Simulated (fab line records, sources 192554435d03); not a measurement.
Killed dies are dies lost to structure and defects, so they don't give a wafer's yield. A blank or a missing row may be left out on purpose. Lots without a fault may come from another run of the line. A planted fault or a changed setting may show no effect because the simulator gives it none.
fab line records | flow n5_finfet
record lots=23 wafers=69 last_day=18
route steps=1938 shown MOL_CONTACT_COAG@630 BEOL_M0_SAQP@634
lots that met no fault: from a run of the same line without faults
start_h: hours from the record's first day to the start of the lot's first wafer shown | wait_h: hours since the lot's step before | " the same as in the row above | L1.1+2: a row that stands for several wafers | - no value, or no start given | * or withheld: withheld | < > ~ a bound
route shown NAME@n: a module of which the file shows steps, and the number in the route of the first | usual: mean/standard deviation of fault-free wafers | same: alike in all rows | chamber/n: place in a boat | sites: the reading at each site | _std_site: their standard deviation | _edge_site: outer sites' mean less inner sites' | radius_mm: how far each site lies from the wafer's centre | mask NAME#n: copy n | behind: the tool/chamber that last shaped the wafer | hold: why the lot was held/for how many hours/how that ended | device: the transistor (n, p or np) that didn't switch | end of line: the same wafers' tests at the end of the route | a step without rows: its recipe alone | killed: dies lost to structure and defects at the first sort, not the wafer's yield | map: a wafer's dies, x killed, . not, _ none there
set.NAME: the setting as run; set.NAME@STEP: as run at that earlier step | model.NAME: the simulator's own value behind a step, which no gauge read
steps of the route over a sample of lots; a table a step, a row a wafer
services: from which hour (start_h, from the record's first day; less than 0 if before it) a tool's chamber was out of use, for how many hours, and why
## steps
# step N5_MOL_CONTACT_COAG_INSPECT_97
# recipe inspect_instrument=darkfield mode=post_anneal
# usual raw_defect_count=41/14
# columns lot.wafer tool chamber start_h wait_h raw_defect_count
L074.1 defect_inspect-01 - 104.97 0.0 39
L074.3 " - " " 61
L074.4 " - " " 44
L075.1 defect_inspect-02 - 113.51 0.0 33
L075.4 " - " " 58
L075.6 " - " " 44
L076.4 defect_inspect-01 - 116.58 0.1 31
L076.5 " - " " 48
L076.6 " - " " 63
L077.3 defect_inspect-01 - 121.14 0.1 16
L077.5 " - " " 31
L077.6 " - " " 41
L078.1 defect_inspect-01 - 135.74 0.0 56
L078.2 " - " " 21
L078.3 " - " " 42
L079.2 defect_inspect-01 - 142.76 0.0 36
L079.4 " - " " 42
L079.5 " - " " 36
L080.1 defect_inspect-02 - 146.65 0.0 48
L080.4 " - " " 54
L080.5 " - " " 50
L081.1 defect_inspect-02 - 153.22 0.0 42
L081.2 " - " " 58
L081.6 " - " " 51
L082.1 defect_inspect-01 - 156.25 0.0 53
L082.3 " - " " 40
L082.4 " - " " 78
L083.3 defect_inspect-02 - 159.29 0.1 45
L083.5 " - " " 34
L083.6 " - " " 39
L084.1 defect_inspect-02 - 168.27 0.0 38
L084.2 " - " " 29
L084.5 " - " " 36
L085.2 defect_inspect-01 - 172.69 0.0 41
L085.4 " - " " 36
L085.6 " - " " 44
L086.3 defect_inspect-01 - 176.51 0.1 36
L086.4 " - " " 22
L086.6 " - " " 43
L087.2 defect_inspect-02 - 191.12 0.0 53
L087.4 " - " " 25
L087.6 " - " " 37
L088.2 defect_inspect-02 - 194.13 0.1 19
L088.4 " - " " 38
L088.6 " - " " 17
L089.1 defect_inspect-02 - 197.11 0.0 34
L089.3 " - " " 30
L089.6 " - " " 57
L090.2 defect_inspect-02 - 200.12 0.0 62
L090.3 " - " " 34
L090.5 " - " " 39
L091.3 defect_inspect-01 - 204.95 0.1 52
L091.4 " - " " 36
L091.6 " - " " 58
L092.2 defect_inspect-02 - 213.13 0.0 68
L092.3 " - " " 54
L092.5 " - " " 55
L093.2 defect_inspect-02 - 219.18 0.0 23
L093.5 " - " " 43
L093.6 " - " " 36
L095.1 defect_inspect-01 - 236.90 0.0 47
L095.2 " - " " 53
L095.3 " - " " 68
L096.3 defect_inspect-02 - 239.94 0.1 24
L096.5 " - " " 54
L096.6 " - " " 45
L097.1 defect_inspect-02 - 242.90 0.0 25
L097.3 " - " " 33
L097.4 " - " " 33
# step N5_BEOL_M0_SAQP_HM_DEP_02
# recipe material=TiN target_thk_a=120 temp_c=25 chamber_pressure_pa=0.49996
# usual chamber_pressure_pa=0.5000/0.00095 susceptor_temp_C=24.99/0.096 throttle_valve_pct=29.8/1.1
# columns lot.wafer tool chamber start_h wait_h chamber_pressure_pa susceptor_temp_C throttle_valve_pct
L074.1 pvd_sputter-02 - 105.38 0.0 0.4998 24.92 29.0
L074.3 " - " " 0.5001 25.04 30.0
L074.4 " - " " 0.5000 25.06 31.5
L075.1 pvd_sputter-02 - 113.93 0.0 0.5007 25.01 31.4
L075.4 " - " " 0.5009 25.06 30.2
L075.6 " - " " 0.4987 25.13 28.9
L076.4 pvd_sputter-02 - 120.76 3.9 0.4987 25.03 29.0
L076.5 " - " " 0.4992 25.04 30.1
L076.6 " - " " 0.5005 24.80 31.4
L077.3 pvd_sputter-01 - 121.73 0.2 0.4993 24.98 29.8
L077.5 " - " " 0.4998 25.16 30.4
L077.6 " - " " 0.4983 24.79 30.1
L078.1 pvd_sputter-03 - 136.70 0.6 0.5012 24.83 27.3
L078.2 " - " " 0.4992 24.88 30.3
L078.3 " - " " 0.5015 24.97 31.4
L079.2 pvd_sputter-02 - 145.00 1.9 0.4999 25.20 30.2
L079.4 " - " " 0.4995 24.91 31.7
L079.5 " - " " 0.5000 24.89 29.6
L080.1 pvd_sputter-02 - 148.28 1.3 0.5003 24.93 29.2
L080.4 " - " " 0.5011 25.02 30.5
L080.5 " - " " 0.4996 24.89 31.5
L081.1 pvd_sputter-01 - 154.36 0.8 0.5005 25.16 30.1
L081.2 " - " " 0.5005 24.84 29.1
L081.6 " - " " 0.5002 25.08 30.2
L082.1 pvd_sputter-01 - 157.98 1.4 0.5011 24.89 29.9
L082.3 " - " " 0.4998 24.98 30.6
L082.4 " - " " 0.5008 24.80 29.0
L083.3 pvd_sputter-03 - 159.74 0.1 0.4988 25.10 27.5
L083.5 " - " " 0.5009 25.04 31.6
L083.6 " - " " 0.5008 24.88 30.2
L084.1 pvd_sputter-01 - 168.87 0.2 0.4987 24.75 29.7
L084.2 " - " " 0.4996 25.16 30.4
L084.5 " - " " 0.4998 24.91 30.2
L085.2 pvd_sputter-02 - 176.26 3.2 0.4993 24.93 30.1
L085.4 " - " " 0.5009 24.98 29.2
L085.6 " - " " 0.5021 24.92 31.7
L086.3 pvd_sputter-02 - 176.96 0.1 0.4994 24.97 29.6
L086.4 " - " " 0.4998 25.02 31.5
L086.6 " - " " 0.5015 25.01 29.2
L087.2 pvd_sputter-01 - 192.25 0.8 0.4998 24.98 28.8
L087.4 " - " " 0.4999 24.93 30.5
L087.6 " - " " 0.5006 24.99 29.0
L088.2 pvd_sputter-01 - 194.69 0.2 0.4999 25.06 30.4
L088.4 " - " " 0.4987 25.03 28.8
L088.6 " - " " 0.4997 24.89 30.0
L089.1 pvd_sputter-03 - 199.83 2.3 0.4990 25.02 29.4
L089.3 " - " " 0.5010 24.95 27.7
L089.6 " - " " 0.5012 25.08 29.4
L090.2 pvd_sputter-01 - 200.78 0.3 0.4986 24.98 30.3
L090.3 " - " " 0.4989 25.12 28.9
L090.5 " - " " 0.5003 25.06 30.3
L091.3 pvd_sputter-03 - 206.15 0.9 0.5006 24.98 31.1
L091.4 " - " " 0.4982 24.98 29.6
L091.6 " - " " 0.5007 24.93 31.3
L092.2 pvd_sputter-03 - 213.69 0.2 0.4994 25.03 29.4
L092.3 " - " " 0.5014 25.01 30.3
L092.5 " - " " 0.5017 24.91 29.7
L093.2 pvd_sputter-01 - 220.60 1.1 0.5002 25.24 30.0
L093.5 " - " " 0.4997 24.88 29.0
L093.6 " - " " 0.5002 24.98 30.2
L095.1 pvd_sputter-03 - 238.43 1.1 0.4994 25.13 27.4
L095.2 " - " " 0.5007 24.99 29.3
L095.3 " - " " 0.5016 24.91 30.1
L096.3 pvd_sputter-03 - 241.77 1.5 0.4998 24.96 31.3
L096.5 " - " " 0.5015 25.03 27.4
L096.6 " - " " 0.5007 24.87 29.4
L097.1 pvd_sputter-03 - 245.27 2.0 0.5001 25.10 31.3
L097.3 " - " " 0.4993 25.10 27.6
L097.4 " - " " 0.5006 24.98 30.3
# step N5_BEOL_M0_SAQP_OVL_MEAS_15
# recipe points_per_wafer=44
# usual M0_CORE_OVL=0.1/0.72
# columns lot.wafer tool chamber start_h wait_h M0_CORE_OVL[nm]
L074.1 overlay-01 0 106.24 0.0 -0.7
L074.3 " 0 " " -0.8
L074.4 " 0 " " 0.6
L075.1 overlay-02 0 114.65 0.0 -0.1
L075.4 " 0 " " -0.2
L075.6 " 0 " " 0.2
L076.4 overlay-02 0 121.61 0.0 0.7
L076.5 " 0 " " 1.8
L076.6 " 0 " " 1.2
L077.3 overlay-01 0 122.45 0.0 -1.0
L077.5 " 0 " " -0.7
L077.6 " 0 " " -1.0
L078.1 overlay-01 0 137.56 0.0 -0.2
L078.2 " 0 " " -1.2
L078.3 " 0 " " 0.4
L079.2 overlay-01 0 145.85 0.0 0.8
L079.4 " 0 " " 0.7
L079.5 " 0 " " -0.1
L080.1 overlay-02 0 149.15 0.0 1.1
L080.4 " 0 " " 1.5
L080.5 " 0 " " 1.0
L081.1 overlay-01 0 155.08 0.0 0.8
L081.2 " 0 " " 1.1
L081.6 " 0 " " 0.6
L082.1 overlay-01 0 158.70 0.0 -1.0
L082.3 " 0 " " 0.4
L082.4 " 0 " " -0.2
L083.3 overlay-02 0 160.59 0.0 -0.5
L083.5 " 0 " " -1.3
L083.6 " 0 " " 0.6
L084.1 overlay-02 0 169.72 0.0 0.5
L084.2 " 0 " " 0.7
L084.5 " 0 " " -0.5
L085.2 overlay-02 0 177.13 0.0 0.6
L085.4 " 0 " " -0.4
L085.6 " 0 " " 0.0
L086.3 overlay-01 0 177.83 0.0 -0.7
L086.4 " 0 " " -0.8
L086.6 " 0 " " -1.8
L087.2 overlay-02 0 193.14 0.0 0.1
L087.4 " 0 " " 0.4
L087.6 " 0 " " 0.6
L088.2 overlay-01 0 195.65 0.0 -1.1
L088.4 " 0 " " -0.2
L088.6 " 0 " " -0.9
L089.1 overlay-01 0 200.55 0.0 0.1
L089.3 " 0 " " -0.5
L089.6 " 0 " " -1.0
L090.2 overlay-02 0 201.63 0.0 0.3
L090.3 " 0 " " -0.1
L090.5 " 0 " " 0.2
L091.3 overlay-01 0 207.00 0.0 -0.3
L091.4 " 0 " " -0.5
L091.6 " 0 " " 0.4
L092.2 overlay-01 0 214.54 0.0 0.1
L092.3 " 0 " " 0.2
L092.5 " 0 " " 0.8
L093.2 overlay-01 0 221.32 0.0 -0.5
L093.5 " 0 " " 0.4
L093.6 " 0 " " 0.1
L095.1 overlay-01 0 239.28 0.0 0.8
L095.2 " 0 " " 0.3
L095.3 " 0 " " 1.4
L096.3 overlay-02 0 242.49 0.0 0.2
L096.5 " 0 " " 0.3
L096.6 " 0 " " -1.1
L097.1 overlay-02 0 246.11 0.0 1.3
L097.3 " 0 " " 0.1
L097.4 " 0 " " 0.0
# step N5_BEOL_M0_SAQP_ETCH_83
# recipe chemistry=CF4 target=SiARC target_depth_a=390 mask_material=CAR-ArF time_s=65 ion_energy_ev=80 pressure_mtorr=40 source_w=545 bias_w=36 Ar_flow_sccm=100 cf4_flow_sccm=100 ends=cleared
# usual drypump_motor_current_A=5.9/0.54 etch_rf_on_time_s=66.3/1.7 oes_product_au=0.64/0.066 rf_vpp_V=184.3/1.1 showerhead_plenum_p_Torr=2.16/0.06 throttle_valve_pct=15.62/0.2
# columns lot.wafer tool chamber start_h wait_h drypump_motor_current_A etch_rf_on_time_s oes_product_au rf_hours_counter_h rf_vpp_V showerhead_plenum_p_Torr throttle_valve_pct
L074.1 rie_diel-05 2 106.33 0.0 6.6 66.2 0.66 132 183.3 2.14 15.47
L074.3 " 3 " " 5.8 66.0 0.62 151 184.7 2.22 15.80
L074.4 " 0 " " 6.6 67.0 0.66 131 182.7 2.08 15.31
L075.1 rie_diel-05 1 114.75 0.0 5.3 66.9 0.59 225 185.9 2.20 15.77
L075.4 " 3 " " 5.8 67.1 0.61 154 184.5 2.22 15.82
L075.6 " 3 " " 5.8 67.2 0.61 - 186.8 2.22 15.82
L076.4 rie_diel-03 0 121.73 0.0 5.9 65.1 0.58 247 183.2 2.10 16.11
L076.5 " 0 " " 6.0 65.6 0.58 - 182.4 2.10 16.12
L076.6 " 3 " " 4.8 65.9 0.64 - 185.5 2.23 15.61
L077.3 rie_diel-02 2 122.54 0.0 5.9 68.2 0.60 221 182.8 2.04 15.57
L077.5 " 0 " " 5.2 66.6 0.61 - 184.4 2.21 15.71
L077.6 " 3 " " 6.2 66.4 0.60 - 184.9 2.21 15.60
L078.1 rie_diel-05 3 137.69 0.0 5.8 66.4 0.61 156 185.7 2.22 15.83
L078.2 " 0 " " 6.6 67.0 0.65 140 182.1 2.07 15.33
L078.3 " 2 " " 6.6 67.0 0.65 143 184.7 2.13 15.50
L079.2 rie_diel-02 1 146.11 0.0 6.3 64.4 0.72 53 185.9 2.18 15.26
L079.4 " 0 " " 5.2 66.1 0.61 217 185.1 2.21 15.73
L079.5 " 0 " " 5.2 65.6 0.62 - 185.6 2.21 15.72
L080.1 rie_diel-05 1 149.52 0.0 5.3 66.8 0.58 237 182.9 2.19 15.78
L080.4 " 3 " " 5.8 66.6 0.61 159 183.9 2.22 15.82
L080.5 " 2 " " 6.6 66.1 0.64 - 185.1 2.13 15.51
L081.1 rie_diel-02 3 155.18 0.0 6.2 66.8 0.58 222 185.3 2.21 15.63
L081.2 " 0 " " 5.2 68.0 0.59 221 185.5 2.20 15.73
L081.6 " 2 " " 5.9 68.4 0.59 - 181.9 2.04 15.60
L082.1 rie_diel-02 1 158.80 0.0 6.3 65.2 0.71 57 184.4 2.18 15.27
L082.3 " 3 " " 6.2 66.1 0.58 223 184.5 2.21 15.65
L082.4 " 2 " " 5.9 67.8 0.59 232 183.1 2.04 15.62
L083.3 rie_diel-02 1 160.68 0.0 6.3 64.6 0.70 58 182.4 2.18 15.27
L083.5 " 0 " " 5.2 66.5 0.60 - 183.8 2.20 15.71
L083.6 " 3 " " 6.2 65.4 0.59 - 184.2 2.21 15.64
L084.1 rie_diel-03 2 169.81 0.0 6.0 64.9 0.87 0 185.0 2.20 15.53
L084.2 " 0 " " 5.9 62.9 0.83 10 183.2 2.10 15.57
L084.5 " 0 " " 5.9 62.6 0.84 - 182.2 2.10 15.60
L085.2 rie_diel-05 3 177.56 0.0 5.8 67.2 0.60 167 185.5 2.21 15.83
L085.4 " 2 " " 6.6 66.7 0.64 154 183.3 2.13 15.52
L085.6 " 0 " " 6.6 67.7 0.64 - 182.7 2.07 15.35
L086.3 rie_diel-05 1 177.93 0.0 5.3 67.1 0.59 245 184.6 2.19 15.79
L086.4 " 2 " " 6.6 65.9 0.64 154 183.7 2.13 15.51
L086.6 " 3 " " 5.9 66.5 0.61 - 183.5 2.21 15.83
L087.2 rie_diel-02 2 193.23 0.0 5.9 68.6 0.58 242 180.9 2.04 15.62
L087.4 " 0 " " 5.2 67.3 0.59 - 183.5 2.20 15.73
L087.6 " 1 " " 6.3 65.6 0.69 - 183.5 2.18 15.28
L088.2 rie_diel-05 0 195.74 0.0 6.6 68.7 0.63 156 184.3 2.07 15.36
L088.4 " 2 " " 6.6 67.4 0.63 159 183.7 2.13 15.53
L088.6 " 2 " " 6.6 67.6 0.63 - 182.7 2.13 15.54
L089.1 rie_diel-02 0 200.87 0.0 5.2 66.8 0.59 235 184.7 2.20 15.75
L089.3 " 2 " " 5.9 67.9 0.59 246 182.6 2.04 15.63
L089.6 " 1 " " 6.3 64.9 0.69 - 186.3 2.18 15.29
L090.2 rie_diel-03 2 201.72 0.0 6.0 66.1 0.81 9 184.0 2.20 15.53
L090.3 " 1 " " 5.4 60.1 0.65 185 184.5 2.14 16.02
L090.5 " 2 " " 6.0 65.8 0.82 - 184.3 2.20 15.54
L091.3 rie_diel-02 2 207.09 0.0 5.9 68.4 0.59 248 184.2 2.03 15.65
L091.4 " 1 " " 6.3 65.5 0.69 72 184.6 2.18 15.29
L091.6 " 3 " " 6.2 65.5 0.58 - 186.2 2.20 15.66
L092.2 rie_diel-02 3 214.64 0.0 6.2 66.3 0.58 235 184.9 2.20 15.68
L092.3 " 1 " " 6.3 65.5 0.68 75 184.3 2.18 15.28
L092.5 " 3 " " 6.2 66.1 0.58 - 184.8 2.20 15.66
L093.2 rie_diel-02 0 221.41 0.0 5.2 68.3 0.58 242 184.9 2.20 15.73
L093.5 " 1 " " 6.3 65.8 0.68 - 184.4 2.17 15.30
L093.6 " 0 " " 5.2 67.9 0.59 - 183.9 2.20 15.76
L095.1 rie_diel-03 3 239.65 0.0 4.8 65.9 0.61 193 185.5 2.22 15.69
L095.2 " 2 " " 6.0 65.6 0.80 21 184.6 2.20 15.56
L095.3 " 1 " " 5.3 61.2 0.62 197 184.0 2.14 16.03
L096.3 rie_diel-02 2 242.66 0.0 5.9 68.1 0.81 1 184.9 2.29 15.18
L096.5 " 3 " " 6.2 66.1 0.58 - 183.9 2.20 15.69
L096.6 " 0 " " 5.2 67.6 0.58 - 184.1 2.20 15.79
L097.1 rie_diel-03 0 246.37 0.0 5.9 63.2 0.79 34 183.4 2.09 15.64
L097.3 " 3 " " 4.8 66.2 0.61 195 185.5 2.22 15.72
L097.4 " 1 " " 5.3 61.3 0.62 200 183.9 2.13 16.05
# step N5_BEOL_M0_SAQP_ETCH_101
# recipe chemistry=CH3F/O2 target=SiNx mask_material=SiO2 target_depth_a=299 time_s=42.7 pressure_mtorr=30 source_w=395 bias_w=73 Ar_flow_sccm=150 CH3F_flow_sccm=30 O2_flow_sccm=20 ion_energy_ev=120
# usual O2_flow_sccm=20.01/0.059 drypump_motor_current_A=5.8/0.56 oes_product_au=0.77/0.089 rf_vpp_V=300/4 showerhead_plenum_p_Torr=2.02/0.057 throttle_valve_pct=16.42/0.23
# columns lot.wafer tool chamber start_h wait_h O2_flow_sccm drypump_motor_current_A oes_product_au rf_hours_counter_h rf_vpp_V showerhead_plenum_p_Torr throttle_valve_pct
L074.1 rie_diel-05 1 109.51 0.1 19.89 5.3 0.71 223 309 2.07 16.56
L074.3 " 2 " " 20.07 6.6 0.77 133 299 2.00 16.27
L074.4 " 0 " " 20.05 6.6 0.77 132 302 1.95 16.14
L075.1 rie_diel-05 2 116.31 0.0 19.89 6.6 0.77 135 298 2.00 16.28
L075.4 " 0 " " 19.91 6.6 0.77 134 304 1.95 16.14
L075.6 " 2 " " 19.95 6.6 0.77 - 297 2.00 16.28
L076.4 rie_diel-03 1 123.31 0.0 19.99 5.3 0.77 155 301 2.00 16.67
L076.5 " 0 " " 20.03 5.9 0.68 - 297 1.97 16.91
L076.6 " 1 " " 20.03 5.3 0.77 - 299 2.00 16.71
L077.3 rie_diel-05 0 124.60 0.3 19.94 6.6 0.76 137 304 1.95 16.16
L077.5 " 0 " " 20.03 6.6 0.78 - 304 1.95 16.14
L077.6 " 1 " " 19.97 5.3 0.71 - 310 2.06 16.56
L078.1 rie_diel-05 0 139.25 0.0 20.06 6.6 0.77 141 304 1.95 16.16
L078.2 " 2 " " 19.97 6.6 0.77 143 298 2.00 16.29
L078.3 " 1 " " 20.00 5.3 0.71 234 309 2.06 16.55
L079.2 rie_diel-05 1 147.77 0.1 20.02 5.3 0.70 236 310 2.06 16.59
L079.4 " 0 " " 20.03 6.6 0.76 143 303 1.95 16.15
L079.5 " 0 " " 19.98 6.6 0.76 - 304 1.95 16.14
L080.1 rie_diel-02 3 152.34 0.2 20.01 6.2 0.69 220 298 2.06 16.39
L080.4 " 0 " " 20.05 5.2 0.71 220 300 2.06 16.42
L080.5 " 0 " " 19.99 5.2 0.71 - 301 2.06 16.43
L081.1 rie_diel-02 3 156.74 0.0 19.99 6.2 0.68 222 300 2.06 16.36
L081.2 " 2 " " 19.97 5.9 0.70 232 292 1.92 16.41
L081.6 " 3 " " 19.89 6.2 0.69 - 299 2.06 16.37
L082.1 rie_diel-03 3 161.00 0.0 20.05 4.8 0.73 167 306 2.11 16.59
L082.3 " 0 " " 19.96 5.9 0.99 5 297 1.97 16.37
L082.4 " 1 " " 19.99 5.3 0.76 - 300 2.00 16.73
L083.3 rie_diel-02 0 162.49 0.1 20.09 5.2 0.71 223 299 2.06 16.43
L083.5 " 1 " " 19.94 6.3 0.84 - 302 2.03 15.94
L083.6 " 2 " " 19.99 5.9 0.70 - 294 1.91 16.45
L084.1 rie_diel-05 1 171.38 0.0 20.04 5.3 0.69 244 309 2.06 16.58
L084.2 " 2 " " 20.07 6.6 0.75 153 298 1.99 16.31
L084.5 " 0 " " 19.98 6.6 0.76 - 303 1.95 16.20
L085.2 rie_diel-03 1 179.16 0.0 19.96 5.3 0.75 178 300 1.99 16.74
L085.4 " 2 " " 20.09 6.0 1.00 3 300 2.07 16.36
L085.6 " 3 " " 20.08 4.8 0.73 - 305 2.11 16.60
L086.3 rie_diel-02 0 179.52 0.0 20.04 5.2 0.70 227 301 2.06 16.44
L086.4 " 0 " " 20.11 5.2 0.70 - 300 2.06 16.43
L086.6 " 1 " " 20.01 6.3 0.83 - 301 2.03 15.95
L087.2 rie_diel-05 2 194.90 0.0 19.98 6.6 0.75 159 296 1.99 16.33
L087.4 " 0 " " 19.99 6.6 0.75 156 303 1.94 16.18
L087.6 " 0 " " 20.01 6.6 0.75 - 302 1.94 16.18
L088.2 rie_diel-03 1 197.72 0.0 19.87 5.3 0.75 184 299 1.99 16.75
L088.4 " 0 " " 19.96 5.9 0.95 19 296 1.96 16.39
L088.6 " 0 " " 19.93 5.9 0.95 - 296 1.96 16.40
L089.1 rie_diel-02 0 202.82 0.0 19.92 5.2 0.70 235 300 2.05 16.46
L089.3 " 3 " " 20.03 6.2 0.68 232 300 2.06 16.39
L089.6 " 0 " " 19.85 5.2 0.69 - 299 2.05 16.45
L090.2 rie_diel-05 0 203.39 0.1 20.13 6.6 0.74 160 303 1.94 16.18
L090.3 " 3 " " 20.07 5.8 0.70 176 302 2.08 16.69
L090.5 " 2 " " 20.09 6.6 0.74 - 298 1.99 16.31
L091.3 rie_diel-03 3 208.75 0.0 20.01 4.8 0.72 183 305 2.11 16.61
L091.4 " 2 " " 20.02 6.0 0.96 12 296 2.07 16.37
L091.6 " 3 " " 20.04 4.8 0.72 - 304 2.11 16.62
L092.2 rie_diel-03 1 216.53 0.0 19.97 5.4 0.75 191 300 1.99 16.77
L092.3 " 0 " " 20.01 5.9 0.94 25 296 1.96 16.40
L092.5 " 0 " " 20.01 5.9 0.94 - 296 1.96 16.42
L093.2 rie_diel-03 2 224.02 0.0 19.99 6.0 0.96 17 298 2.06 16.37
L093.5 " 3 " " 19.98 4.8 0.72 - 304 2.11 16.62
L093.6 " 0 " " 19.93 5.9 0.93 - 297 1.96 16.42
L095.1 rie_diel-02 0 241.71 0.0 20.06 5.2 0.69 246 300 2.05 16.47
L095.2 " 2 " " 19.99 5.9 0.96 1 297 2.16 16.05
L095.3 " 3 " " 20.07 6.2 0.67 243 298 2.05 16.42
L096.3 rie_diel-02 2 244.51 0.0 20.01 5.9 0.94 2 296 2.16 16.04
L096.5 " 0 " " 20.08 5.2 0.68 - 303 2.05 16.46
L096.6 " 1 " " 20.04 6.3 0.81 - 301 2.02 15.99
L097.1 rie_diel-03 2 248.50 0.0 19.98 6.0 0.93 25 298 2.06 16.37
L097.3 " 0 " " 20.16 5.9 0.92 35 295 1.96 16.43
L097.4 " 1 " " 20.02 5.3 0.73 200 298 1.99 16.78
# step N5_BEOL_M0_SAQP_MANDREL2_REMOVE_110
# recipe chemistry=HBr/Cl2/O2 bt_time_s=10 target=a-Si stop_on=SiCN endpoint=OES-SiCl over_etch_frac=1 icp_w=600 bias_w=30 HBr_flow_sccm=150 Cl2_flow_sccm=80 O2_flow_sccm=5 pressure_mtorr=10
# usual O2_flow_sccm=5.000/0.015 drypump_motor_current_A=5.7/0.32 he_backside_leak_sccm=2.6/0.34 oes_product_au=1.000/0.021 throttle_valve_pct=36.8/0.63
# columns lot.wafer tool chamber start_h wait_h O2_flow_sccm drypump_motor_current_A he_backside_leak_sccm oes_product_au rf_hours_counter_h throttle_valve_pct
L074.1 rie_si-06 3 111.31 0.1 5.000 5.8 2.9 1.004 86 36.9
L074.3 " 1 " " 4.987 6.0 2.8 0.983 68 36.9
L074.4 " 2 " " 5.001 5.6 2.8 0.979 3 36.6
L075.1 rie_si-05 2 117.92 0.1 5.010 5.8 2.5 0.988 107 37.8
L075.4 " 3 " " 5.012 5.1 2.8 1.028 8 36.4
L075.6 " 2 " " 4.991 5.8 2.4 0.994 - 37.7
L076.4 rie_si-05 3 125.58 0.1 4.989 5.1 2.8 1.027 8 36.4
L076.5 " 2 " " 5.000 5.8 2.3 0.994 - 37.8
L076.6 " 3 " " 4.993 5.1 2.6 1.034 - 36.4
L077.3 rie_si-05 1 126.29 0.1 4.998 5.7 2.4 1.013 93 37.2
L077.5 " 1 " " 5.004 5.7 2.6 1.032 - 37.2
L077.6 " 2 " " 5.011 5.8 2.4 1.003 - 37.8
L078.1 rie_si-04 1 140.86 0.1 4.992 5.8 2.5 0.986 9 36.4
L078.2 " 3 " " 5.001 5.4 2.4 1.002 6 35.8
L078.3 " 0 " " 4.992 5.8 2.2 1.006 77 35.7
L079.2 rie_si-04 3 149.61 0.1 5.012 5.4 2.4 1.004 6 35.8
L079.4 " 0 " " 4.996 5.8 2.4 1.009 77 35.7
L079.5 " 2 " " 5.031 5.0 2.1 1.017 - 37.1
L080.1 rie_si-06 2 154.91 0.1 4.994 5.6 2.7 0.976 3 36.6
L080.4 " 0 " " 5.000 5.8 2.6 0.987 40 36.4
L080.5 " 1 " " 4.987 6.1 2.8 0.987 - 36.9
L081.1 rie_si-06 0 158.35 0.1 4.992 5.8 2.4 0.985 40 36.4
L081.2 " 1 " " 4.998 6.1 2.5 0.989 69 36.9
L081.6 " 2 " " 5.012 5.6 2.9 0.976 - 36.6
L082.1 rie_si-06 3 163.00 0.1 5.023 5.8 3.0 1.008 87 36.9
L082.3 " 2 " " 4.990 5.6 2.7 0.978 4 36.6
L082.4 " 0 " " 5.008 5.8 2.4 0.993 40 36.4
L083.3 rie_si-06 3 164.24 0.1 5.011 5.8 2.6 1.012 87 36.9
L083.5 " 0 " " 5.013 5.8 2.4 0.979 - 36.4
L083.6 " 3 " " 4.982 5.8 2.8 1.023 - 36.9
L084.1 rie_si-05 0 172.98 0.1 5.014 6.0 2.9 0.982 144 37.7
L084.2 " 1 " " 5.005 5.7 2.5 1.039 94 37.2
L084.5 " 1 " " 5.003 5.7 2.4 1.030 - 37.2
L085.2 rie_si-05 1 182.12 0.1 5.000 5.7 2.5 1.023 94 37.2
L085.4 " 2 " " 5.025 5.8 2.4 0.983 109 37.8
L085.6 " 2 " " 5.012 5.8 2.2 0.981 - 37.8
L086.3 rie_si-06 3 182.53 0.1 5.011 5.8 2.8 1.009 87 36.9
L086.4 " 0 " " 5.010 5.8 2.5 0.997 41 36.4
L086.6 " 1 " " 5.020 6.1 2.9 0.983 - 36.9
L087.2 rie_si-05 1 197.59 0.1 5.022 5.7 2.4 1.029 94 37.2
L087.4 " 2 " " 5.002 5.8 2.5 0.979 109 37.8
L087.6 " 2 " " 5.015 5.8 2.4 0.987 - 37.8
L088.2 rie_si-06 1 199.33 0.1 4.983 6.1 2.8 0.993 70 36.9
L088.4 " 3 " " 4.979 5.8 2.9 0.993 88 36.9
L088.6 " 2 " " 5.000 5.6 2.7 0.978 - 36.6
L089.1 rie_si-04 0 204.63 0.1 4.996 5.8 2.2 1.017 78 35.7
L089.3 " 3 " " 4.976 5.4 2.3 1.007 7 35.8
L089.6 " 0 " " 5.009 5.8 2.2 1.021 - 35.7
L090.2 rie_si-05 1 205.08 0.1 5.007 5.7 2.6 1.032 94 37.2
L090.3 " 2 " " 4.978 5.8 2.6 0.994 109 37.8
L090.5 " 0 " " 4.983 6.0 2.8 0.967 - 37.7
L091.3 rie_si-05 3 210.47 0.1 4.994 5.1 2.8 1.030 10 36.4
L091.4 " 0 " " 5.001 6.0 2.9 0.975 145 37.7
L091.6 " 1 " " 5.012 5.7 2.6 1.033 - 37.2
L092.2 rie_si-05 1 218.50 0.1 4.990 5.7 2.6 1.025 94 37.2
L092.3 " 0 " " 4.994 5.9 2.5 0.970 145 37.7
L092.5 " 3 " " 5.007 5.1 2.7 1.033 - 36.4
L093.2 rie_si-05 3 225.75 0.1 5.002 5.1 2.7 1.038 10 36.4
L093.5 " 2 " " 5.018 5.8 2.5 0.995 - 37.8
L093.6 " 3 " " 4.982 5.1 2.8 1.040 - 36.4
L095.1 rie_si-04 3 243.50 0.1 4.993 5.4 2.3 0.998 7 35.8
L095.2 " 1 " " 4.999 5.8 2.3 0.974 11 36.4
L095.3 " 0 " " 5.002 5.7 2.4 1.010 79 35.7
L096.3 rie_si-04 2 246.37 0.1 5.007 5.0 2.4 1.022 29 37.2
L096.5 " 1 " " 5.031 5.8 2.5 0.986 - 36.4
L096.6 " 2 " " 5.007 5.0 2.2 1.026 - 37.1
L097.1 rie_si-04 2 250.11 0.1 4.997 5.0 2.3 1.012 29 37.1
L097.3 " 1 " " 5.009 5.8 2.4 0.978 11 36.4
L097.4 " 3 " " 4.993 5.4 2.4 0.999 7 35.8
## services
# columns tool chamber start_h hours kind
rie_si-05 - 82.59 10.0 pm
rie_diel-02 0 83.16 3.2 repair
pvd_sputter-01 - 98.71 1.0 repair
pvd_sputter-02 - 116.29 4.1 repair
rie_diel-05 3 120.53 12.2 repair
rie_diel-05 0 130.14 5.3 repair
rie_diel-03 0 130.43 - clean
rie_diel-03 0 130.43 - consumable_replace:focus_ring
pvd_sputter-03 - 137.19 0.5 repair
rie_diel-02 - 145.77 0.3 repair
rie_si-05 3 170.39 8.0 repair
pvd_sputter-01 - 172.98 11.1 repair
rie_si-04 3 195.33 5.1 repair
rie_diel-05 1 196.49 - clean
rie_diel-05 1 196.49 - consumable_replace:focus_ring
rie_diel-05 1 196.49 20.2 scheduled_down
rie_diel-05 1 196.49 20.2 vent_cycle
rie_si-04 2 210.48 7.3 repair
rie_diel-02 2 214.60 - clean
rie_diel-02 2 214.60 - consumable_replace:focus_ring
rie_diel-02 2 214.60 - consumable_replace:showerhead
rie_diel-02 2 214.60 22.7 scheduled_down
rie_diel-02 2 214.60 22.7 vent_cycle
rie_si-05 1 222.18 5.0 repair
## key
fault none
